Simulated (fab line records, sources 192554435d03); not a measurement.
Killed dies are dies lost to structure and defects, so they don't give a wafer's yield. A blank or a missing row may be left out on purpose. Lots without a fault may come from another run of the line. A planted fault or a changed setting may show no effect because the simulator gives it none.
fab line records | flow n5_finfet
record lots=5 wafers=15 last_day=16
route steps=1938 shown WELL_APT@22 PMOS_HMC_CHANNEL_EPI@57 BEOL_M4@1111 PASSIVATION@1936
lots that met no fault: from a run of the same line without faults
start_h: hours from the record's first day to the start of the lot's first wafer shown | wait_h: hours since the lot's step before | " the same as in the row above | L1.1+2: a row that stands for several wafers | - no value, or no start given | * or withheld: withheld | < > ~ a bound
route shown NAME@n: a module of which the file shows steps, and the number in the route of the first | usual: mean/standard deviation of fault-free wafers | same: alike in all rows | chamber/n: place in a boat | sites: the reading at each site | _std_site: their standard deviation | _edge_site: outer sites' mean less inner sites' | radius_mm: how far each site lies from the wafer's centre | mask NAME#n: copy n | behind: the tool/chamber that last shaped the wafer | hold: why the lot was held/for how many hours/how that ended | device: the transistor (n, p or np) that didn't switch | end of line: the same wafers' tests at the end of the route | a step without rows: its recipe alone | killed: dies lost to structure and defects at the first sort, not the wafer's yield | map: a wafer's dies, x killed, . not, _ none there
set.NAME: the setting as run; set.NAME@STEP: as run at that earlier step | model.NAME: the simulator's own value behind a step, which no gauge read
lots at some steps of the route; a table a step, a row a wafer
## steps
# step N5_WELL_APT_EBR_04
# recipe solvent=PGMEA ebr_width_mm=1.5
# step N5_WELL_APT_SOFTBAKE_03
# recipe temp_c=130 time_s=60
# step N5_WELL_APT_EXPOSE_05
# recipe mask_id=NWELL na=0.8 source_shape=conventional sigma_outer=0.8 polarization=unpolarized defocus_nm=0 target_cd_nm=200 dose_mj=20.3
# step N5_WELL_APT_PEB_06
# recipe peb_temp_c=130 peb_time_s=90
# step N5_WELL_APT_DEVELOP_07
# recipe develop_time_s=45 rinse_liquid=surfactant_rinse dry=air_spin dev_temp_c=21
# step N5_WELL_APT_HARDBAKE_12
# recipe temp_c=130 time_s=120
# step N5_WELL_APT_DESCUM_13
# recipe chemistry=O2 time_s=7.9 source_power_w=50 bias_power_w=20 pressure_mtorr=20 rf_frequency_hz=2.712e+07 temp_c=40 o2_flow_sccm=225
# step N5_WELL_APT_IMPLANT_14
# recipe species=P energy_kev=160 dose_cm2=1.5e+13 tilt_deg=0 rotation_deg=0
# step N5_WELL_APT_IMPLANT_15
# recipe species=As energy_kev=25 dose_cm2=1.5e+13 tilt_deg=0 rotation_deg=0
# step N5_WELL_APT_STRIP_16
# recipe chemistry=SPM time_s=900 temp_c=130 h2so4_h2o2_vol_ratio=4 dry=ipa_marangoni
# usual bath_guard_temp_C=130.0/0.56 bath_heat_duty_pct=15.4/1.4 time_s=900/0
# columns lot.wafer tool chamber start_h wait_h bath_guard_temp_C bath_heat_duty_pct time_s model.coat_of_WELL_APT_COAT_02.thk_nm
L214.1 wet_bench-04 2 44.93 0.2 129.9 16.7 900 0
L214.4 " 0 " " 130.2 16.7 900 0
L214.5 " 3 " " 130.3 16.3 900 0
L218.1 wet_bench-04 2 68.58 0.2 - - - 933.5
L218.3 " 6 " " - - - 936
L218.4 " 5 " " - - - 934.6
L219.1 wet_bench-03 2 74.60 0.2 - - - 928.1
L219.5 " 4 " " - - - 931.8
L219.6 " 6 " " - - - 930.5
L220.2 wet_bench-03 2 80.39 0.1 - - - 939.9
L220.3 " 0 " " - - - 938.3
L220.6 " 1 " " - - - 940.9
L226.1 wet_bench-02 2 116.75 0.2 129.6 13.5 900 0
L226.3 " 7 " " 130.8 15.7 900 0
L226.5 " 5 " " 130.5 14.9 900 0
# step N5_WELL_APT_HMDS_18
# recipe time_s=60 temp_c=120
# step N5_WELL_APT_COAT_19
# recipe spin_rpm=1357 resist_thk_nm=950
# step N5_WELL_APT_EBR_21
# recipe solvent=PGMEA ebr_width_mm=1.5
# step N5_WELL_APT_SOFTBAKE_20
# recipe temp_c=130 time_s=60
# step N5_WELL_APT_EXPOSE_22
# recipe mask_id=PWELL na=0.8 source_shape=conventional sigma_outer=0.8 polarization=unpolarized defocus_nm=0 target_cd_nm=200 dose_mj=23.2
# step N5_WELL_APT_PEB_23
# recipe peb_temp_c=130 peb_time_s=90
# step N5_WELL_APT_DEVELOP_24
# recipe develop_time_s=45 rinse_liquid=surfactant_rinse dry=air_spin dev_temp_c=21
# step N5_WELL_APT_HARDBAKE_29
# recipe temp_c=130 time_s=120
# step N5_WELL_APT_DESCUM_30
# recipe chemistry=O2 time_s=7.9 source_power_w=50 bias_power_w=20 pressure_mtorr=20 rf_frequency_hz=2.712e+07 temp_c=40 o2_flow_sccm=225
# step N5_WELL_APT_IMPLANT_31
# recipe species=B energy_kev=60 dose_cm2=1.5e+13 tilt_deg=0 rotation_deg=0
# step N5_WELL_APT_IMPLANT_32
# recipe species=BF2 energy_kev=50 dose_cm2=2e+13 tilt_deg=0 rotation_deg=0
# step N5_WELL_APT_STRIP_33
# recipe chemistry=SPM time_s=900 temp_c=130 h2so4_h2o2_vol_ratio=4 dry=ipa_marangoni
# step N5_WELL_APT_RTA_34
# recipe temp_c=1000 time_s=10 ambient=N2 idle_temp_c=600 ramp_up_c_per_s=150 ramp_down_c_per_s=60 cool_to_c=600
# step N5_WELL_APT_OXIDE_STRIP_42
# recipe chemistry=dHF dilution=25:1 time_s=45 temp_c=25 target=SiO2 target_depth_a=120
# step N5_WELL_APT_PRECLEAN_36
# recipe chemistry=O3/DIW time_s=45 temp_c=22 o3_ppm=10
# step N5_WELL_APT_PRECLEAN_39
# recipe chemistry=dHF time_s=60 dilution=150:1 temp_c=25
# step N5_WELL_APT_SRD_37
# recipe dry=ipa_marangoni do_ppb=5 time_s=30 temp_c=23 rinse_liquid=diw
# step N5_WELL_APT_EPI_41
# recipe material=Si target_thk_a=500 temp_c=650 precursor=SiH4/H2 pressure_torr=20 time_s=297.7
# step N5_PMOS_HMC_CHANNEL_EPI_HM_DEP_34
# recipe material=SiO2 target_thk_a=360 temp_c=400 precursor=TEOS/O2 pressure_torr=6.5 rf_w=900 teos_flow_sccm=161.4 gas=O2 flow_sccm=2650 time_s=6.9
# step N5_PMOS_HMC_CHANNEL_EPI_COAT_31
# recipe resist=BARC temp_c=205 time_s=60 spin_rpm=1500 resist_thk_nm=66
# step N5_PMOS_HMC_CHANNEL_EPI_COAT_03
# recipe resist=CAR-ArF-block spin_rpm=1500 resist_thk_nm=205
# step N5_PMOS_HMC_CHANNEL_EPI_EBR_05
# recipe solvent=PGMEA ebr_width_mm=1.5
# step N5_PMOS_HMC_CHANNEL_EPI_SOFTBAKE_04
# recipe temp_c=110 time_s=60 resist=CAR-ArF-block
# step N5_PMOS_HMC_CHANNEL_EPI_EXPOSE_06
# recipe mask_id=PMOS_HMC_BLK na=1.35 source_shape=conventional sigma_outer=0.8 polarization=unpolarized target_cd_nm=240 dose_mj=41
# step N5_PMOS_HMC_CHANNEL_EPI_PEB_07
# recipe peb_temp_c=110 peb_time_s=60 resist=CAR-ArF-block
# step N5_BEOL_M4_RC_MEAS_101
# usual CJ_N=4.30/0.076 DIBL_N=36.1/2 DIBL_P=36.3/2.4 IOFF_N=0.15/0.035 IOFF_N_85C=3.0/0.56 IOFF_N_LIN=0.072/0.013 IOFF_N_LONG=5.47e-05/2.8e-06 IOFF_P=0.21/0.039 ION_N=672/15 ION_P=463/9.7 RS_PWELL=3003/28 SS_N=71.5/0.7 SS_P=73.2/0.75 VT_N=251/3.6 VT_N_LVT=100/3.6 VT_P=-250/3.8
# columns lot.wafer tool chamber start_h wait_h CJ_N DIBL_N[mV/V] DIBL_P[mV/V] IOFF_N[nA/um] IOFF_N_85C[nA/um] IOFF_N_LIN[nA/um] IOFF_N_LONG[nA/um] IOFF_P[nA/um] ION_N[uA/um] ION_P[uA/um] RS_PWELL[ohm/sq] SS_N[mV/dec] SS_P[mV/dec] VT_N[mV] VT_N_LVT[mV] VT_P[mV]
L214.1 prober-02 0 195.35 0.0 4.24 35.2 36.9 0.16 3.1 0.076 5.63e-05 0.24 674 472 2973 71.2 73.0 247 98 -245
L214.4 " 0 " " 4.33 36.0 36.6 0.16 3.2 0.076 5.7e-05 0.23 685 475 2971 71.6 72.9 250 98 -248
L214.5 " 0 " " 4.26 34.9 35.3 0.13 2.7 0.064 5.6e-05 0.20 667 463 3011 71.5 72.3 252 103 -247
L219.1 prober-01 0 221.28 0.0 0.09 97.0 37.9 21.88 197.4 1.129 9.94e-05 0.19 695 449 - 140.9 73.5 237 85 -252
L219.5 " 0 " " 0.09 145.5 36.8 62.52 473.1 2.362 9.94e-05 0.18 700 443 - 166.5 73.1 234 80 -254
L219.6 " 0 " " 0.09 110.4 40.0 41.47 332.2 1.826 0.0001012 0.22 720 458 - 149.7 74.4 232 78 -251
L218.1 prober-02 0 221.81 0.0 0.09 73.5 32.0 7.29 75.9 0.545 0.0001094 0.17 681 458 - 123.8 72.3 242 94 -247
L218.3 " 0 " " 0.09 103.9 33.6 25.62 216.7 1.303 0.0001092 0.21 702 465 - 144.6 72.7 237 86 -247
L218.4 " 0 " " 0.09 92.7 32.1 15.43 141.3 0.885 0.0001076 0.19 671 456 - 139.3 72.5 243 91 -247
L220.2 prober-02 0 239.99 0.2 0.09 130.3 37.6 59.42 445.0 2.350 0.0001063 0.25 699 452 - 161.0 73.6 231 80 -248
L220.3 " 0 " " 0.09 88.5 34.4 17.30 160.5 1.000 0.0001068 0.20 703 468 - 136.1 72.3 235 84 -249
L220.6 " 0 " " 0.09 101.5 34.2 25.30 221.0 1.284 0.0001046 0.19 690 449 - 145.2 72.7 236 85 -251
L226.1 prober-02 0 279.18 0.0 4.23 32.7 31.9 0.09 2.0 0.049 5.44e-05 0.16 658 466 3015 70.7 71.7 255 109 -251
L226.3 " 0 " " 4.37 36.9 36.4 0.15 3.0 0.070 5.44e-05 0.22 658 455 3046 71.9 72.9 254 104 -249
L226.5 " 0 " " 4.34 36.4 36.5 0.15 3.0 0.072 5.47e-05 0.23 686 476 3031 71.2 73.0 251 101 -248
# step N5_PASSIVATION_PROBE_49
# usual defect_limited_yield=91.1/1.6 killed_at_M0_to_M3=35/11 killed_at_M4_up=13/5.4 killed_at_contacts=13/6.5 killed_at_front_end=40/14 killed_at_other=4/3.1 killed_dies=105/18 killed_on_rim=14/4.1 killed_open=69/14 killed_short=34/7.3 sort_bin_4_leakage=0/0 sort_bin_5_function=5.2/0.96 sort_bin_6_memory=3.4/0.77 sort_n_pass=1075/19 sort_yield_pct=91.1/1.6
# same gross_dies=1180 killed_at_back_side=0 sort_bin_8_speed[%]=0
# columns lot.wafer tool chamber start_h wait_h defect_limited_yield[%] killed_at_M0_to_M3 killed_at_M4_up killed_at_contacts killed_at_front_end killed_at_other killed_dies killed_on_rim killed_open killed_short sort_bin_4_leakage[%] sort_bin_5_function[%] sort_bin_6_memory[%] sort_n_pass sort_yield_pct[%]
L214.1 prober-02 - 308.45 0.0 92.5 19 20 13 34 2 88 15 67 19 0 4.8 2.3 1092 92.5
L214.4 prober-02 - 308.60 0.2 93.2 19 10 14 37 0 80 13 58 22 0 4.5 2.2 1100 93.2
L214.5 prober-02 - 308.65 0.2 93.4 27 11 7 31 2 78 8 50 26 0 4.1 2.5 1102 93.4
L218.1 prober-02 - 327.60 0.0 90.9 24 17 16 46 4 107 18 77 30 90.93 5.8 2.7 0 0
L218.3 prober-02 - 327.70 0.1 93.1 15 14 18 33 1 81 10 50 30 93.14 4.6 2.1 0 0
L218.4 prober-02 - 327.75 0.2 91.9 28 13 19 30 6 96 15 60 36 91.86 4.9 3.1 0 0
L219.1 prober-01 - 328.49 0.0 91.1 39 9 18 39 0 105 17 70 33 91.10 5.3 3.5 0 0
L219.5 prober-01 - 328.69 0.2 92.4 26 10 13 41 0 90 14 53 36 92.37 3.8 3.3 0 0
L219.6 prober-01 - 328.74 0.3 91.8 37 21 9 27 3 97 19 72 24 91.78 4.6 3.5 0 0
L220.2 prober-01 - 349.18 0.1 91.9 22 3 15 52 3 95 7 65 30 91.95 4.4 3.4 0 0
L220.3 prober-01 - 349.23 0.1 92.2 23 9 18 42 0 92 14 59 33 92.20 4.9 2.5 0 0
L220.6 prober-01 - 349.38 0.3 90.8 28 8 6 63 3 108 14 75 32 90.85 5.0 3.9 0 0
L226.1 prober-02 - 381.14 0.0 87.1 50 12 13 75 2 152 22 97 55 0 6.9 5.3 1028 87.1
L226.3 prober-02 - 381.24 0.1 90.7 50 15 7 37 1 110 15 76 34 0 4.8 3.9 1070 90.7
L226.5 prober-02 - 381.34 0.2 89.5 34 19 16 54 1 124 15 86 38 0 5.8 4.7 1056 89.5
# killed by level:class
L214.1 MOL_CONTACT_COAG:geometric_particle:open=12 BEOL_M1:geometric_particle:open=9 BEOL_M4:geometric_particle:open=8 DUMMY_GATE:geometric_particle:open=7 STI_FIN_REVEAL:geometric_particle:open=6 FIN_SAQP:geometric_particle:open=4 FIN_SAQP:geometric_particle:short=4 BEOL_M0:geometric_particle:short=4
L214.4 MOL_CONTACT_COAG:geometric_particle:open=12 FIN_SAQP:geometric_particle:open=10 DUMMY_GATE:geometric_particle:open=8 BEOL_M1:geometric_particle:open=5 FIN_SAQP:geometric_particle:short=4 BEOL_M2:geometric_particle:open=4 BEOL_M2:geometric_particle:short=4 STARTING-WAFER:geometric_particle:open=4
L214.5 BEOL_M1:geometric_particle:open=8 DUMMY_GATE:geometric_particle:short=7 STARTING-WAFER:geometric_particle:open=7 DUMMY_GATE:geometric_particle:open=6 MOL_CONTACT_COAG:geometric_particle:open=5 BEOL_M0:geometric_particle:open=4 BEOL_M3:geometric_particle:open=4 BEOL_M0:geometric_particle:short=3
L218.1 STI_FIN_REVEAL:geometric_particle:open=13 MOL_CONTACT_COAG:geometric_particle:open=13 BEOL_M0:geometric_particle:open=6 BEOL_M0_SAQP:geometric_particle:open=5 DUMMY_GATE:geometric_particle:open=4 GATE_CUT:geometric_particle:open=4 GATE_CUT:geometric_particle:short=4 BEOL_M0_SAQP:geometric_particle:short=4
L218.3 MOL_CONTACT_COAG:geometric_particle:open=14 BEOL_M4:geometric_particle:open=7 FIN_SAQP:geometric_particle:short=6 BEOL_M0_SAQP:geometric_particle:short=5 STI_FIN_REVEAL:geometric_particle:open=4 ILD0:geometric_particle:short=4 MOL_CONTACT_COAG:geometric_particle:short=4 STARTING-WAFER:geometric_particle:open=4
L218.4 MOL_CONTACT_COAG:geometric_particle:open=17 BEOL_M0_SAQP:geometric_particle:short=8 BEOL_M1:geometric_particle:open=7 DUMMY_GATE:geometric_particle:open=6 STI_FIN_REVEAL:geometric_particle:open=5 BEOL_M0_SAQP:geometric_particle:open=5 STARTING-WAFER:geometric_particle:short=5 FIN_SAQP:geometric_particle:short=4
L219.1 MOL_CONTACT_COAG:geometric_particle:open=13 BEOL_M0_SAQP:geometric_particle:open=11 BEOL_M2:geometric_particle:open=10 BEOL_M0_SAQP:geometric_particle:short=7 FIN_SAQP:geometric_particle:short=5 FIN_SAQP:geometric_particle:open=5 MOL_CONTACT_COAG:geometric_particle:short=5 DUMMY_GATE:geometric_particle:open=4
L219.5 GATE_CUT:geometric_particle:short=12 FIN_SAQP:geometric_particle:open=10 MOL_CONTACT_COAG:geometric_particle:open=8 GATE_CUT:geometric_particle:open=5 MOL_CONTACT_COAG:geometric_particle:short=5 BEOL_M0_SAQP:geometric_particle:short=4 BEOL_M3:geometric_particle:open=4 BEOL_M4:geometric_particle:open=4
L219.6 BEOL_M3:geometric_particle:open=11 BEOL_M4:geometric_particle:open=11 BEOL_M0_SAQP:geometric_particle:open=9 BEOL_M0_SAQP:geometric_particle:short=7 FIN_SAQP:geometric_particle:open=6 MOL_CONTACT_COAG:geometric_particle:open=6 STI_FIN_REVEAL:geometric_particle:open=5 BEOL_M0:geometric_particle:open=4
L220.2 STI_FIN_REVEAL:geometric_particle:open=15 MOL_CONTACT_COAG:geometric_particle:open=12 FIN_SAQP:geometric_particle:short=8 FIN_SAQP:geometric_particle:open=8 BEOL_M3:geometric_particle:open=7 BEOL_M1:geometric_particle:open=4 BEOL_M2:geometric_particle:open=4 STARTING-WAFER:geometric_particle:open=4
L220.3 MOL_CONTACT_COAG:geometric_particle:open=16 FIN_SAQP:geometric_particle:short=6 FIN_SAQP:geometric_particle:open=6 GATE_CUT:geometric_particle:short=6 BEOL_M0_SAQP:geometric_particle:short=5 BEOL_M2:geometric_particle:open=5 BEOL_M3:geometric_particle:open=5 STI_FIN_REVEAL:geometric_particle:open=4
L220.6 FIN_SAQP:geometric_particle:open=14 FIN_SAQP:geometric_particle:short=12 STI_FIN_REVEAL:geometric_particle:open=10 DUMMY_GATE:geometric_particle:open=9 BEOL_M1:geometric_particle:open=7 BEOL_M3:geometric_particle:open=6 GATE_CUT:geometric_particle:open=5 MOL_CONTACT_COAG:geometric_particle:open=5
L226.1 STI_FIN_REVEAL:geometric_particle:open=25 BEOL_M0_SAQP:geometric_particle:open=12 BEOL_M0_SAQP:geometric_particle:short=11 FIN_SAQP:geometric_particle:open=9 GATE_CUT:geometric_particle:short=9 BEOL_M1:geometric_particle:open=9 FIN_SAQP:geometric_particle:short=7 MOL_CONTACT_COAG:geometric_particle:open=7
L226.3 BEOL_M0_SAQP:geometric_particle:short=17 STI_FIN_REVEAL:geometric_particle:open=11 BEOL_M1:geometric_particle:open=11 BEOL_M3:geometric_particle:open=9 BEOL_M4:geometric_particle:open=8 BEOL_M0_SAQP:geometric_particle:open=7 STARTING-WAFER:geometric_particle:open=7 DUMMY_GATE:geometric_particle:open=6
L226.5 STI_FIN_REVEAL:geometric_particle:open=21 MOL_CONTACT_COAG:geometric_particle:open=13 FIN_SAQP:geometric_particle:open=10 BEOL_M0_SAQP:geometric_particle:short=10 BEOL_M0_SAQP:geometric_particle:open=8 BEOL_M4:geometric_particle:open=8 GATE_CUT:geometric_particle:short=5 BEOL_M1:geometric_particle:open=5
# map L218.1 (x killed, . not)
_________________......x.....________________
______________.x................_____________
___________........x...x...........__________
__________.....................x...._________
________...........x.................x_______
_______xx..........x...........x....x..______
______.....x...x........................_____
_____.................x......x.x...xx.x..____
____...........xx.........................___
___...x........x......................x....__
___...x.......x....x...x............x...x..__
__x.....................x....xx.........x..._
__..................x.......x.........x....._
_...........................x................
_........x.x............x..............x.....
_..................................x.........
_xx................x..x..x..............x...x
_xx.....x.............x..x....x......x......x
_.....x....x.........x............x..........
_.....x.........x............xx..............
_.x.x......................................x.
__x.......x....x......x......x........xx...._
__..........x.................x............._
___x..x.................x..........x.....x.__
___..x................................x....__
____.................x....x..x............___
_____..................xx................____
______....x............................._____
_______..........x..................x..______
________..x..............x............_______
__________x..x.x.......x....x......x_________
___________.........x........x.....__________
______________.......x........x._____________
_________________............________________
# map L219.1 (x killed, . not)
_________________....x.xx....________________
______________.................._____________
___________...x.......x............__________
__________.........................._________
________..............xx.............._______
_______.......x.x......................______
______...x......x.....x..x.............._____
_____......x.x......x.........x........x.____
____x.......................x.............___
___..................x.....................__
___xx................x.....................__
__.......x..x.........x.............x......._
__.x........................x..x............_
_x....x.x..........x.x.......x...............
_.....x.....x....x.......................x...
_x...x.....x................x..........x..x..
_...................x...........x............
_..........xx...............x................
_...........x......x........x................
_..x..x.......xx......xx.....................
_......x...x....................x.....x......
__.....x......x.................x...x......._
__.......................................x.._
___................................x.......__
___......xx.........x...x.............x....__
____............x......................x..___
_____x........x......x..xx..........xx...____
______.....xx...........x..............._____
_______.x.x.......................x....______
________..........x.xx................_______
__________x.........x...x..........._________
___________...................x....__________
______________..x.......x.x....._____________
_________________..x.x...x..x________________
## key
first_sign step=N5_WELL_APT_STRIP_16 reading=tool_record direction=missing
effect step=N5_BEOL_M4_RC_MEAS_101 reading=IOFF_N direction=up sigmas=99+ usual=0.15 struck=30.69
effect step=N5_BEOL_M4_RC_MEAS_101 reading=IOFF_N_85C direction=up sigmas=99+ usual=3.0 struck=251.5
effect step=N5_BEOL_M4_RC_MEAS_101 reading=SS_N direction=up sigmas=99+ usual=71.5 struck=145.2
effect step=N5_BEOL_M4_RC_MEAS_101 reading=IOFF_N_LIN direction=up sigmas=99+ usual=0.072 struck=1.409
effect step=N5_BEOL_M4_RC_MEAS_101 reading=CJ_N direction=down sigmas=55 usual=4.30 struck=0.09
effect step=N5_BEOL_M4_RC_MEAS_101 reading=DIBL_N direction=up sigmas=35 usual=36.1 struck=104.8
effect step=N5_BEOL_M4_RC_MEAS_101 reading=IOFF_N_LONG direction=up sigmas=18 usual=5.47e-05 struck=0.0001049
effect step=N5_BEOL_M4_RC_MEAS_101 reading=VT_N_LVT direction=down sigmas=4.1 usual=100 struck=85
effect step=N5_BEOL_M4_RC_MEAS_101 reading=VT_N direction=down sigmas=4 usual=251 struck=236
effect step=N5_BEOL_M4_RC_MEAS_101 reading=ION_N direction=up sigmas=1.5 usual=672 struck=696 wafers_moved=8
effect step=N5_BEOL_M4_RC_MEAS_101 reading=RS_PWELL direction=missing
effect step=N5_PASSIVATION_PROBE_49 reading=sort_bin_4_leakage direction=up sigmas=99+ usual=0 struck=91.80
model_effect step=N5_WELL_APT_STRIP_16 value=coat_of_WELL_APT_COAT_02.thk_nm without=0 struck=934.9
met_at N5_WELL_APT_STRIP_16
struck_wafers L218.1,L218.3,L218.4,L219.1,L219.5,L219.6,L220.2,L220.3,L220.6
onset_between 44.93 68.58
fault kind=skipped_step_whole tool=wet_bench-03,wet_bench-04 chamber=- onset_h=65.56 steps=N5_WELL_APT_STRIP_16 scope=struck_lots_only
